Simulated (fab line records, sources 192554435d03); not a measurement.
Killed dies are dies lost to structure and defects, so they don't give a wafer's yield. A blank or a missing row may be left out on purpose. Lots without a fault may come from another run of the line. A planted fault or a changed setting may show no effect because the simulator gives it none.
fab line records | flow n5_finfet | part 2 of 2: steps 26 to 26 of 26
record lots=5 wafers=15 last_day=20
route steps=1938 shown FIN_SAQP@103 BEOL_M4@1111 PASSIVATION@1936
lots that met no fault: from a run of the same line without faults
start_h: hours from the record's first day to the start of the lot's first wafer shown | wait_h: hours since the lot's step before | " the same as in the row above | L1.1+2: a row that stands for several wafers | - no value, or no start given | * or withheld: withheld | < > ~ a bound
route shown NAME@n: a module of which the file shows steps, and the number in the route of the first | usual: mean/standard deviation of fault-free wafers | same: alike in all rows | chamber/n: place in a boat | sites: the reading at each site | _std_site: their standard deviation | _edge_site: outer sites' mean less inner sites' | radius_mm: how far each site lies from the wafer's centre | mask NAME#n: copy n | behind: the tool/chamber that last shaped the wafer | hold: why the lot was held/for how many hours/how that ended | device: the transistor (n, p or np) that didn't switch | end of line: the same wafers' tests at the end of the route | a step without rows: its recipe alone | killed: dies lost to structure and defects at the first sort, not the wafer's yield | map: a wafer's dies, x killed, . not, _ none there
set.NAME: the setting as run; set.NAME@STEP: as run at that earlier step | model.NAME: the simulator's own value behind a step, which no gauge read
lots at some steps of the route; a table a step, a row a wafer
services: from which hour (start_h, from the record's first day; less than 0 if before it) a tool's chamber was out of use, for how many hours, and why
## steps
# step N5_PASSIVATION_PROBE_49
# usual defect_limited_yield=91.4/1.4 killed_at_M0_to_M3=34/9.1 killed_at_M4_up=14/5.2 killed_at_contacts=12/6.4 killed_at_front_end=38/11 killed_at_other=3.7/2.8 killed_dies=102/17 killed_on_rim=14/3.9 killed_open=68/13 killed_short=32/7.8 sort_bin_5_function=5.1/1 sort_bin_6_memory=3.2/0.66 sort_n_pass=1076/19 sort_yield_pct=91.2/1.6
# same gross_dies=1180 killed_at_back_side=0 sort_bin_4_leakage[%]=0 sort_bin_8_speed[%]=0
# columns lot.wafer tool chamber start_h wait_h defect_limited_yield[%] killed_at_M0_to_M3 killed_at_M4_up killed_at_contacts killed_at_front_end killed_at_other killed_dies killed_on_rim killed_open killed_short sort_bin_5_function[%] sort_bin_6_memory[%] sort_n_pass sort_yield_pct[%]
L387.2 prober-01 - 335.55 0.1 90.6 38 10 8 55 0 111 15 69 41 5.6 3.6 1069 90.6
L387.4 prober-01 - 335.65 0.2 89.6 47 15 7 53 1 123 15 85 37 5.9 4.2 1057 89.6
L387.5 prober-01 - 335.70 0.2 91.4 24 13 5 59 1 102 13 63 39 5.8 2.4 1078 91.4
L397.4 prober-01 - 398.67 0.2 0 26 7 6 1137 4 1180 152 61 19 97.5 2.5 0 0
L397.5 prober-01 - 398.72 0.2 0 19 17 13 1131 0 1180 152 54 30 97.4 2.3 0 0
L397.6 prober-01 - 398.77 0.3 0 36 13 13 1118 0 1180 152 74 32 96.4 3.6 0 0
L398.1 prober-01 - 405.24 0.0 0 42 11 9 1116 2 1180 152 77 35 95.8 4.1 0 0
L398.2 prober-01 - 405.29 0.1 0 28 12 9 1131 0 1180 152 48 33 96.9 2.7 0 0
L398.6 prober-01 - 405.49 0.3 0 66 9 4 1096 5 1180 152 81 47 95.8 3.8 0 0
L399.1 prober-02 - 432.04 0.0 0 34 13 9 1123 1 1180 152 65 30 96.2 3.6 0 0
L399.4 prober-02 - 432.19 0.2 0 39 10 12 1113 6 1180 152 62 37 96.5 3.4 0 0
L399.6 prober-02 - 432.29 0.3 0 33 11 4 1127 5 1180 152 52 28 97.0 2.6 0 0
# killed by level:class
L387.2 BEOL_M2:geometric_particle:open=11 FIN_SAQP:geometric_particle:open=10 BEOL_M3:geometric_particle:open=10 DUMMY_GATE:geometric_particle:open=9 GATE_CUT:geometric_particle:short=9 FIN_SAQP:geometric_particle:short=7 BEOL_M0_SAQP:geometric_particle:short=7 STI_FIN_REVEAL:geometric_particle:open=5
L387.4 BEOL_M2:geometric_particle:open=14 BEOL_M3:geometric_particle:open=11 FIN_SAQP:geometric_particle:open=9 STI_FIN_REVEAL:geometric_particle:open=9 DUMMY_GATE:geometric_particle:open=8 BEOL_M4:geometric_particle:open=8 GATE_CUT:geometric_particle:short=7 MOL_CONTACT_COAG:geometric_particle:open=7
L387.5 FIN_SAQP:geometric_particle:open=16 BEOL_M0_SAQP:geometric_particle:short=8 STI_FIN_REVEAL:geometric_particle:open=8 BEOL_M2:geometric_particle:open=7 BEOL_M4:geometric_particle:open=7 GATE_CUT:geometric_particle:short=6 GATE_CUT:geometric_particle:open=5 BEOL_M0_SAQP:geometric_particle:open=5
L397.4 FIN_SAQP:area_etch=1099 FIN_SAQP:geometric_particle:open=12 STI_FIN_REVEAL:geometric_particle:open=11 BEOL_M0_SAQP:geometric_particle:open=9 FIN_SAQP:geometric_particle:short=7 MOL_CONTACT_COAG:geometric_particle:open=6 BEOL_M0_SAQP:geometric_particle:short=4 BEOL_M2:geometric_particle:open=4
L397.5 FIN_SAQP:area_etch=1096 FIN_SAQP:geometric_particle:open=14 FIN_SAQP:geometric_particle:short=12 MOL_CONTACT_COAG:geometric_particle:open=8 BEOL_M4:geometric_particle:open=7 BEOL_M0_SAQP:geometric_particle:short=6 MOL_CONTACT_COAG:geometric_particle:short=5 BEOL_M3:geometric_particle:open=4
L397.6 FIN_SAQP:area_etch=1072 FIN_SAQP:geometric_particle:open=18 BEOL_M0_SAQP:geometric_particle:open=12 MOL_CONTACT_COAG:geometric_particle:open=10 BEOL_M0_SAQP:geometric_particle:short=8 BEOL_M2:geometric_particle:open=6 DUMMY_GATE:geometric_particle:open=6 BEOL_M2:geometric_particle:short=6
L398.1 FIN_SAQP:area_etch=1066 FIN_SAQP:geometric_particle:open=14 BEOL_M0_SAQP:geometric_particle:open=10 FIN_SAQP:geometric_particle:short=9 BEOL_M0_SAQP:geometric_particle:short=9 MOL_CONTACT_COAG:geometric_particle:open=8 BEOL_M1:geometric_particle:open=8 BEOL_M2:geometric_particle:open=6
L398.2 FIN_SAQP:area_etch=1097 FIN_SAQP:geometric_particle:open=8 MOL_CONTACT_COAG:geometric_particle:open=8 BEOL_M2:geometric_particle:short=7 BEOL_M2:geometric_particle:open=6 FIN_SAQP:geometric_particle:short=5 GATE_CUT:geometric_particle:short=5 BEOL_M0_SAQP:geometric_particle:open=5
L398.6 FIN_SAQP:area_etch=1051 BEOL_M0_SAQP:geometric_particle:short=18 BEOL_M0_SAQP:geometric_particle:open=17 FIN_SAQP:geometric_particle:open=14 BEOL_M2:geometric_particle:open=12 FIN_SAQP:geometric_particle:short=7 BEOL_M1:geometric_particle:open=7 GATE_CUT:geometric_particle:open=6
L399.1 FIN_SAQP:area_etch=1084 BEOL_M0_SAQP:geometric_particle:open=10 FIN_SAQP:geometric_particle:open=9 STI_FIN_REVEAL:geometric_particle:open=8 BEOL_M2:geometric_particle:open=8 FIN_SAQP:geometric_particle:short=6 DUMMY_GATE:geometric_particle:open=6 MOL_CONTACT_COAG:geometric_particle:open=6
L399.4 FIN_SAQP:area_etch=1077 MOL_CONTACT_COAG:geometric_particle:open=11 BEOL_M0_SAQP:geometric_particle:short=9 BEOL_M1:geometric_particle:open=9 BEOL_M0_SAQP:geometric_particle:open=7 FIN_SAQP:geometric_particle:short=6 BEOL_M2:geometric_particle:open=6 STI_FIN_REVEAL:geometric_particle:open=5
L399.6 FIN_SAQP:area_etch=1098 BEOL_M0_SAQP:geometric_particle:open=11 BEOL_M0_SAQP:geometric_particle:short=8 FIN_SAQP:geometric_particle:open=4 BEOL_M2:geometric_particle:open=4 STI_FIN_REVEAL:geometric_particle:open=4 DUMMY_GATE:geometric_particle:open=4 FIN_SAQP:geometric_particle:short=3
# map L397.4 (x killed, . not)
_________________xxxxxxxxxxxx________________
______________xxxxxxxxxxxxxxxxxx_____________
___________xxxxxxxxxxxxxxxxxxxxxxxx__________
__________xxxxxxxxxxxxxxxxxxxxxxxxxx_________
________xxxxxxxxxxxxxxxxxxxxxxxxxxxxxx_______
_______xxxxxxxxxxxxxxxxxxxxxxxxxxxxxxxx______
______xxxxxxxxxxxxxxxxxxxxxxxxxxxxxxxxxx_____
_____xxxxxxxxxxxxxxxxxxxxxxxxxxxxxxxxxxxx____
____xxxxxxxxxxxxxxxxxxxxxxxxxxxxxxxxxxxxxx___
___xxxxxxxxxxxxxxxxxxxxxxxxxxxxxxxxxxxxxxxx__
___xxxxxxxxxxxxxxxxxxxxxxxxxxxxxxxxxxxxxxxx__
__xxxxxxxxxxxxxxxxxxxxxxxxxxxxxxxxxxxxxxxxxx_
__xxxxxxxxxxxxxxxxxxxxxxxxxxxxxxxxxxxxxxxxxx_
_xxxxxxxxxxxxxxxxxxxxxxxxxxxxxxxxxxxxxxxxxxxx
_xxxxxxxxxxxxxxxxxxxxxxxxxxxxxxxxxxxxxxxxxxxx
_xxxxxxxxxxxxxxxxxxxxxxxxxxxxxxxxxxxxxxxxxxxx
_xxxxxxxxxxxxxxxxxxxxxxxxxxxxxxxxxxxxxxxxxxxx
_xxxxxxxxxxxxxxxxxxxxxxxxxxxxxxxxxxxxxxxxxxxx
_xxxxxxxxxxxxxxxxxxxxxxxxxxxxxxxxxxxxxxxxxxxx
_xxxxxxxxxxxxxxxxxxxxxxxxxxxxxxxxxxxxxxxxxxxx
_xxxxxxxxxxxxxxxxxxxxxxxxxxxxxxxxxxxxxxxxxxxx
__xxxxxxxxxxxxxxxxxxxxxxxxxxxxxxxxxxxxxxxxxx_
__xxxxxxxxxxxxxxxxxxxxxxxxxxxxxxxxxxxxxxxxxx_
___xxxxxxxxxxxxxxxxxxxxxxxxxxxxxxxxxxxxxxxx__
___xxxxxxxxxxxxxxxxxxxxxxxxxxxxxxxxxxxxxxxx__
____xxxxxxxxxxxxxxxxxxxxxxxxxxxxxxxxxxxxxx___
_____xxxxxxxxxxxxxxxxxxxxxxxxxxxxxxxxxxxx____
______xxxxxxxxxxxxxxxxxxxxxxxxxxxxxxxxxx_____
_______xxxxxxxxxxxxxxxxxxxxxxxxxxxxxxxx______
________xxxxxxxxxxxxxxxxxxxxxxxxxxxxxx_______
__________xxxxxxxxxxxxxxxxxxxxxxxxxx_________
___________xxxxxxxxxxxxxxxxxxxxxxxx__________
______________xxxxxxxxxxxxxxxxxx_____________
_________________xxxxxxxxxxxx________________
# map L398.1 (x killed, . not)
_________________xxxxxxxxxxxx________________
______________xxxxxxxxxxxxxxxxxx_____________
___________xxxxxxxxxxxxxxxxxxxxxxxx__________
__________xxxxxxxxxxxxxxxxxxxxxxxxxx_________
________xxxxxxxxxxxxxxxxxxxxxxxxxxxxxx_______
_______xxxxxxxxxxxxxxxxxxxxxxxxxxxxxxxx______
______xxxxxxxxxxxxxxxxxxxxxxxxxxxxxxxxxx_____
_____xxxxxxxxxxxxxxxxxxxxxxxxxxxxxxxxxxxx____
____xxxxxxxxxxxxxxxxxxxxxxxxxxxxxxxxxxxxxx___
___xxxxxxxxxxxxxxxxxxxxxxxxxxxxxxxxxxxxxxxx__
___xxxxxxxxxxxxxxxxxxxxxxxxxxxxxxxxxxxxxxxx__
__xxxxxxxxxxxxxxxxxxxxxxxxxxxxxxxxxxxxxxxxxx_
__xxxxxxxxxxxxxxxxxxxxxxxxxxxxxxxxxxxxxxxxxx_
_xxxxxxxxxxxxxxxxxxxxxxxxxxxxxxxxxxxxxxxxxxxx
_xxxxxxxxxxxxxxxxxxxxxxxxxxxxxxxxxxxxxxxxxxxx
_xxxxxxxxxxxxxxxxxxxxxxxxxxxxxxxxxxxxxxxxxxxx
_xxxxxxxxxxxxxxxxxxxxxxxxxxxxxxxxxxxxxxxxxxxx
_xxxxxxxxxxxxxxxxxxxxxxxxxxxxxxxxxxxxxxxxxxxx
_xxxxxxxxxxxxxxxxxxxxxxxxxxxxxxxxxxxxxxxxxxxx
_xxxxxxxxxxxxxxxxxxxxxxxxxxxxxxxxxxxxxxxxxxxx
_xxxxxxxxxxxxxxxxxxxxxxxxxxxxxxxxxxxxxxxxxxxx
__xxxxxxxxxxxxxxxxxxxxxxxxxxxxxxxxxxxxxxxxxx_
__xxxxxxxxxxxxxxxxxxxxxxxxxxxxxxxxxxxxxxxxxx_
___xxxxxxxxxxxxxxxxxxxxxxxxxxxxxxxxxxxxxxxx__
___xxxxxxxxxxxxxxxxxxxxxxxxxxxxxxxxxxxxxxxx__
____xxxxxxxxxxxxxxxxxxxxxxxxxxxxxxxxxxxxxx___
_____xxxxxxxxxxxxxxxxxxxxxxxxxxxxxxxxxxxx____
______xxxxxxxxxxxxxxxxxxxxxxxxxxxxxxxxxx_____
_______xxxxxxxxxxxxxxxxxxxxxxxxxxxxxxxx______
________xxxxxxxxxxxxxxxxxxxxxxxxxxxxxx_______
__________xxxxxxxxxxxxxxxxxxxxxxxxxx_________
___________xxxxxxxxxxxxxxxxxxxxxxxx__________
______________xxxxxxxxxxxxxxxxxx_____________
_________________xxxxxxxxxxxx________________
## services
# columns tool chamber start_h hours kind
rie_diel-05 2 27.33 21.1 repair
rie_diel-05 1 30.14 9.1 repair
rie_diel-04 1 39.67 - clean
rie_diel-04 1 39.67 - consumable_replace:focus_ring
rie_diel-04 1 39.67 17.4 scheduled_down
rie_diel-04 1 39.67 17.4 vent_cycle
rie_diel-05 - 48.53 14.6 pm
rie_si-01 3 60.56 6.1 repair
rie_si-01 2 66.22 8.1 repair
rie_si-01 0 88.52 5.4 repair
rie_diel-05 3 105.73 - clean
rie_diel-05 3 105.73 - consumable_replace:focus_ring
rie_diel-05 3 105.73 15.2 scheduled_down
rie_diel-05 3 105.73 15.2 vent_cycle
rie_diel-01 1 110.94 3.2 repair
rie_diel-01 - 123.84 1.0 repair
rie_diel-04 0 130.04 8.7 repair
rie_si-01 2 145.67 10.1 repair
rie_diel-01 - 147.93 0.5 repair
## key
first_sign step=N5_FIN_SAQP_ETCH_51 reading=tool_record direction=missing
effect step=N5_FIN_SAQP_ETCH_52 reading=oes_product_au direction=down sigmas=5.6 usual=0.70 struck=0.29
effect step=N5_FIN_SAQP_HM_OPEN_73 reading=oes_product_au direction=down sigmas=3.7 usual=0.47 struck=0.29
effect step=N5_FIN_SAQP_MANDREL_ETCH_22 reading=oes_product_au direction=down sigmas=35 usual=0.774 struck=0.305
effect step=N5_FIN_SAQP_SPACER1_ETCHBACK_25 reading=oes_product_au direction=down sigmas=6.4 usual=0.78 struck=0.28
effect step=N5_FIN_SAQP_MANDREL1_REMOVE_56 reading=oes_product_au direction=down sigmas=39 usual=1.001 struck=0.380
effect step=N5_FIN_SAQP_CD_MEAS_27 reading=cd_nm direction=missing
effect step=N5_PASSIVATION_PROBE_49 reading=killed_at_front_end direction=up sigmas=94 usual=38 struck=1121
model_effect step=N5_FIN_SAQP_ETCH_51 value=CAR-ArF_of_FIN_SAQP_COAT_10.thk_nm without=50.8 struck=83.28
more_kills_born_at N5_FIN_SAQP_ETCH_51@rie_diel-04=6481 N5_FIN_SAQP_ETCH_51@rie_diel-05=3259
met_at N5_FIN_SAQP_ETCH_51
struck_wafers L397.4,L397.5,L397.6,L398.1,L398.2,L398.6,L399.1,L399.4,L399.6
later_rows_left_out L397.4,L397.5,L397.6,L398.1,L398.2,L398.6,L399.1,L399.4,L399.6
onset_between 27.78 88.50
fault kind=skipped_step_whole tool=rie_diel-04,rie_diel-05 chamber=- onset_h=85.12 steps=N5_FIN_SAQP_ETCH_51 scope=struck_lots_only
# later_rows_left_out: the simulator's readings of these wafers behind a module that went badly wrong aren't trusted and aren't shown, but for the sort
